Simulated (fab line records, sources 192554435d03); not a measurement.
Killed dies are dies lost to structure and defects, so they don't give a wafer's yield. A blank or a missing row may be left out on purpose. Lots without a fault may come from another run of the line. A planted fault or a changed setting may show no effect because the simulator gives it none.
Which tool did it? | flow n5_finfet | 24 lots, 72 wafers sampled, at 4 steps of a route of 1938

WHAT THE GAUGES READ, wafer by wafer
N5_BEOL_M12_OVL_MEAS_11.
lot  | measured     | on         | V11_OVL (nm)
L074 | day 10 03:07 | overlay-01 | -3 -4 1
L076 | day 10 19:27 | overlay-02 | -2 -4 5
L075 | day 10 20:55 | overlay-01 | -11 0 -3
L079 | day 11 04:45 | overlay-02 | -14 -9 -4
L077 | day 11 04:55 | overlay-01 | -1 -7 -9
L078 | day 11 05:20 | overlay-02 | -1 4 7
L081 | day 11 22:10 | overlay-01 | -3 1 -5
L080 | day 12 05:10 | overlay-01 | -5 3 -2
L082 | day 12 07:10 | overlay-02 | -12 -5 -21
L084 | day 12 22:50 | overlay-01 | 4 1 6
L083 | day 13 02:14 | overlay-02 | -2 5 8
L085 | day 13 04:16 | overlay-01 | 5 8 -2
L086 | day 13 09:56 | overlay-01 | -15 -6 -9
L088 | day 14 03:26 | overlay-01 | 4 -2 -2
L087 | day 14 03:59 | overlay-02 | -4 -3 -6
L089 | day 14 15:16 | overlay-01 | 4 7 9
L091 | day 14 16:54 | overlay-01 | 2 -4 -6
L093 | day 14 19:48 | overlay-01 | -5 -8 -8
L090 | day 14 19:50 | overlay-01 | 2 1 -5
L092 | day 14 23:21 | overlay-01 | -3 -2 -3
L094 | day 15 13:23 | overlay-01 | -2 1 -1
L095 | day 15 23:42 | overlay-02 | -15 -10 -6
L096 | day 16 00:28 | overlay-02 | -5 -1 -3
L097 | day 16 06:14 | overlay-01 | -6 -5 0

WHICH TOOL RAN EACH LOT (tool, then ch and the chambers of the sampled wafers, then the start)
lot  | N5_BEOL_M11_STRIP_67               | N5_BEOL_M11_DEGAS_44         | N5_BEOL_M11_CMP_52
L074 | rie_diel-02 ch 1,2,3, day 9 21:02  | pvd_sputter-02, day 10 00:47 | cmp-03 ch 1,2,3, day 10 02:02
L076 | rie_diel-02 ch 0,2, day 10 12:40   | pvd_sputter-01, day 10 16:28 | cmp-02 ch 0,1, day 10 18:22
L075 | rie_diel-02 ch 0,1,2, day 10 15:20 | pvd_sputter-02, day 10 18:16 | cmp-01 ch 1,2,3, day 10 19:51
L079 | rie_diel-05 ch 1,2,3, day 10 22:20 | pvd_sputter-02, day 11 02:24 | cmp-01 ch 0,2, day 11 03:43
L077 | rie_diel-02 ch 2,3, day 10 22:40   | pvd_sputter-02, day 11 02:29 | cmp-03 ch 1,2, day 11 03:49
L078 | rie_diel-04 ch 1,2,3, day 11 00:34 | pvd_sputter-03, day 11 02:59 | cmp-01 ch 0,2,3, day 11 04:23
L081 | rie_diel-04 ch 0,1, day 11 16:19   | pvd_sputter-03, day 11 19:46 | cmp-02 ch 1,2,3, day 11 21:10
L080 | rie_diel-05 ch 0,2,3, day 11 23:22 | pvd_sputter-02, day 12 02:56 | cmp-03 ch 0,1,3, day 12 04:08
L082 | rie_diel-02 ch 0,2, day 12 00:28   | pvd_sputter-02, day 12 04:18 | cmp-03 ch 2,3, day 12 06:06
L084 | rie_diel-05 ch 0,3, day 12 15:17   | pvd_sputter-02, day 12 20:11 | cmp-02 ch 0,1,3, day 12 21:50
L083 | rie_diel-02 ch 1,2, day 12 21:02   | pvd_sputter-03, day 12 23:18 | cmp-02 ch 0,2,3, day 13 01:17
L085 | rie_diel-02 ch 1,2, day 12 23:41   | pvd_sputter-02, day 13 01:59 | cmp-02 ch 0,1,3, day 13 03:22
L086 | rie_diel-05 ch 0,2,3, day 13 02:48 | pvd_sputter-02, day 13 05:17 | cmp-02 ch 0,1, day 13 08:59
L088 | rie_diel-04 ch 0,1,3, day 13 22:13 | pvd_sputter-03, day 14 01:22 | cmp-01 ch 0,1,3, day 14 02:31
L087 | rie_diel-02 ch 0,2, day 13 22:14   | pvd_sputter-02, day 14 01:32 | cmp-01 ch 1,2,3, day 14 02:59
L089 | rie_diel-05 ch 1,2, day 14 09:25   | pvd_sputter-03, day 14 12:49 | cmp-03 ch 0,2, day 14 14:10
L091 | rie_diel-05 ch 2,3, day 14 11:21   | pvd_sputter-01, day 14 14:13 | cmp-02 ch 0,1,3, day 14 15:54
L093 | rie_diel-04 ch 0,1,2, day 14 13:50 | pvd_sputter-03, day 14 17:14 | cmp-01 ch 0,1,3, day 14 18:50
L090 | rie_diel-04 ch 0,2,3, day 14 14:05 | pvd_sputter-03, day 14 17:37 | cmp-02 ch 0,1,3, day 14 18:49
L092 | rie_diel-05 ch 0,1,3, day 14 18:45 | pvd_sputter-01, day 14 21:07 | cmp-02 ch 0,1,3, day 14 22:19
L094 | rie_diel-05 ch 1,2,3, day 15 07:51 | pvd_sputter-03, day 15 10:37 | cmp-01 ch 1,2,3, day 15 12:19
L095 | rie_diel-04 ch 1,2,3, day 15 17:51 | pvd_sputter-02, day 15 20:49 | cmp-01 ch 1,2,3, day 15 22:40
L096 | rie_diel-05 ch 1,3, day 15 18:57   | pvd_sputter-02, day 15 21:16 | cmp-01 ch 0,2,3, day 15 23:34
L097 | rie_diel-04 ch 0,3, day 16 00:40   | pvd_sputter-03, day 16 03:29 | cmp-03 ch 0,2,3, day 16 05:14
- N5_BEOL_M11_STRIP_67: strips in CF4.
- N5_BEOL_M11_DEGAS_44: time 60 s.
- N5_BEOL_M11_CMP_52: polishes, stops on SiCOH lowk, t overpolish 7 s, target thk 140 nm.

WHAT THE TOOLS THEMSELVES READ (means of the sampled wafers that have a number; where no wafer has one, the mark that the record gives instead)
N5_BEOL_M11_STRIP_67.
lot  | tool        | drypump_motor_current_A (A) | oes_product_au (a.u.) | rf_vpp_V (V) | showerhead_plenum_p_Torr (Torr) | throttle_valve_pct (%)
L074 | rie_diel-02 | 6.0                         | 0.73                  | 271.9        | 1.79                            | 13.73
L076 | rie_diel-02 | 6.1                         | 0.72                  | 271.0        | 1.83                            | 13.82
L075 | rie_diel-02 | 6.0                         | 0.73                  | 271.1        | 1.78                            | 13.83
L079 | rie_diel-05 | 5.9                         | 0.72                  | 270.5        | 1.82                            | 13.67
L077 | rie_diel-02 | 6.0                         | 0.71                  | 271.2        | 1.80                            | 13.63
L078 | rie_diel-04 | 5.6                         | 0.84                  | 270.7        | 1.78                            | 13.42
L081 | rie_diel-04 | 5.2                         | 0.80                  | 269.7        | 1.78                            | 13.64
L080 | rie_diel-05 | 5.8                         | 0.76                  | 272.0        | 1.81                            | 13.69
L082 | rie_diel-02 | 5.9                         | 0.71                  | 271.3        | 1.79                            | 13.84
L084 | rie_diel-05 | 6.0                         | 0.78                  | 270.9        | 1.80                            | 13.78
L083 | rie_diel-02 | 6.1                         | 0.73                  | 269.9        | 1.77                            | 13.88
L085 | rie_diel-02 | 6.2                         | 0.72                  | 271.6        | 1.81                            | 13.86
L086 | rie_diel-05 | 5.8                         | 0.74                  | 271.0        | 1.81                            | 13.72
L088 | rie_diel-04 | 5.2                         | 0.82                  | 270.3        | 1.76                            | 13.45
L087 | rie_diel-02 | 5.9                         | 0.70                  | 271.6        | 1.79                            | 13.87
L089 | rie_diel-05 | 6.0                         | 0.85                  | 272.8        | 1.85                            | 13.35
L091 | rie_diel-05 | 5.6                         | 0.71                  | 271.7        | 1.80                            | 13.67
L093 | rie_diel-04 | 5.5                         | 0.74                  | 271.4        | 1.76                            | 13.77
L090 | rie_diel-04 | 5.6                         | 0.77                  | 270.1        | 1.74                            | 13.57
L092 | rie_diel-05 | 6.1                         | 0.81                  | 271.3        | 1.81                            | 13.62
L094 | rie_diel-05 | 5.9                         | 0.78                  | 271.5        | 1.81                            | 13.55
L095 | rie_diel-04 | 5.6                         | 0.80                  | 270.4        | 1.78                            | 13.49
L096 | rie_diel-05 | 6.2                         | 0.85                  | 270.7        | 1.81                            | 13.41
L097 | rie_diel-04 | 5.2                         | 0.76                  | 268.9        | 1.72                            | 13.57

N5_BEOL_M11_DEGAS_44.
lot  | tool           | heater_power_w (W)
L074 | pvd_sputter-02 | 355
L076 | pvd_sputter-01 | 362
L075 | pvd_sputter-02 | 322
L079 | pvd_sputter-02 | 380
L077 | pvd_sputter-02 | 325
L078 | pvd_sputter-03 | 362
L081 | pvd_sputter-03 | 387
L080 | pvd_sputter-02 | 379
L082 | pvd_sputter-02 | 381
L084 | pvd_sputter-02 | 415
L083 | pvd_sputter-03 | 350
L085 | pvd_sputter-02 | 322
L086 | pvd_sputter-02 | 360
L088 | pvd_sputter-03 | 331
L087 | pvd_sputter-02 | 349
L089 | pvd_sputter-03 | 363
L091 | pvd_sputter-01 | 302
L093 | pvd_sputter-03 | 335
L090 | pvd_sputter-03 | 344
L092 | pvd_sputter-01 | 288
L094 | pvd_sputter-03 | 345
L095 | pvd_sputter-02 | 412
L096 | pvd_sputter-02 | 355
L097 | pvd_sputter-03 | 355

N5_BEOL_M11_CMP_52.
lot  | tool   | barrier_field_endpoint_s (s) | edge_zone_pressure_frac | motor_current_A (A) | overpolish_run_s (s) | time_to_endpoint_s (s)
L074 | cmp-03 | 27.8                         | 1.000                   | 5.9                 | 7.006                | 59
L076 | cmp-02 | 29.3                         | 0.997                   | 6.3                 | 6.997                | 70
L075 | cmp-01 | 28.6                         | 0.998                   | 6.6                 | 6.999                | 66
L079 | cmp-01 | 29.3                         | 1.000                   | 6.7                 | 7.004                | 67
L077 | cmp-03 | 28.3                         | 0.997                   | 6.0                 | 7.001                | 63
L078 | cmp-01 | 29.6                         | 0.996                   | 6.6                 | 6.995                | 67
L081 | cmp-02 | 28.3                         | 1.000                   | 6.2                 | 6.991                | 65
L080 | cmp-03 | 28.6                         | 1.002                   | 5.8                 | 7.011                | 67
L082 | cmp-03 | 28.9                         | 1.000                   | 6.1                 | 7.002                | 63
L084 | cmp-02 | 28.3                         | 1.001                   | 6.2                 | 7.000                | 66
L083 | cmp-02 | 28.1                         | 1.006                   | 6.2                 | 6.999                | 62
L085 | cmp-02 | 28.6                         | 1.001                   | 6.2                 | 6.990                | 65
L086 | cmp-02 | 29.2                         | 0.999                   | 6.3                 | 6.995                | 65
L088 | cmp-01 | 28.4                         | 0.999                   | 6.0                 | 7.000                | 63
L087 | cmp-01 | 28.8                         | 1.000                   | 6.5                 | 6.996                | 67
L089 | cmp-03 | 29.3                         | 1.001                   | 6.5                 | 6.999                | 69
L091 | cmp-02 | 28.3                         | 1.003                   | 6.1                 | 7.005                | 65
L093 | cmp-01 | 29.4                         | 1.004                   | 6.2                 | 7.005                | 65
L090 | cmp-02 | 28.8                         | 0.998                   | 6.1                 | 6.998                | 65
L092 | cmp-02 | 28.9                         | 0.999                   | 6.2                 | 7.000                | 70
L094 | cmp-01 | 29.2                         | 1.003                   | 6.3                 | 6.996                | 70
L095 | cmp-01 | 29.3                         | 1.001                   | 6.4                 | 7.000                | 71
L096 | cmp-01 | 29.0                         | 0.997                   | 6.7                 | 7.002                | 69
L097 | cmp-03 | 28.5                         | 1.003                   | 6.0                 | 6.994                | 62

THE ANSWER, worked out from the rows above alone
Rule: what is usual is taken from the lots themselves. Put in order of their means at a reading, lots are off if they are a third of the lots or fewer, leave a main group of 4 or more, and stand apart from it by a gap of 3 or more times the standard deviation of the main group's means; of several such gaps the widest counts. A main group whose means are all the same, to the digits that the tables above print for the reading, isn't used. A lot without any number at a reading at which 4 lots or more have one is off too. The other lots that the step has rows for count as sound. The gauges are gone through in route order, then the tools' own readings, and for those a lot's mean is taken as printed above. The first step at which some lot is off is used, and at that step the reading that is off furthest; a lot without a number counts as furthest.
No lot is off at any reading shown: from this, nothing can be told.

WHAT THE SIMULATOR HAD PUT IN
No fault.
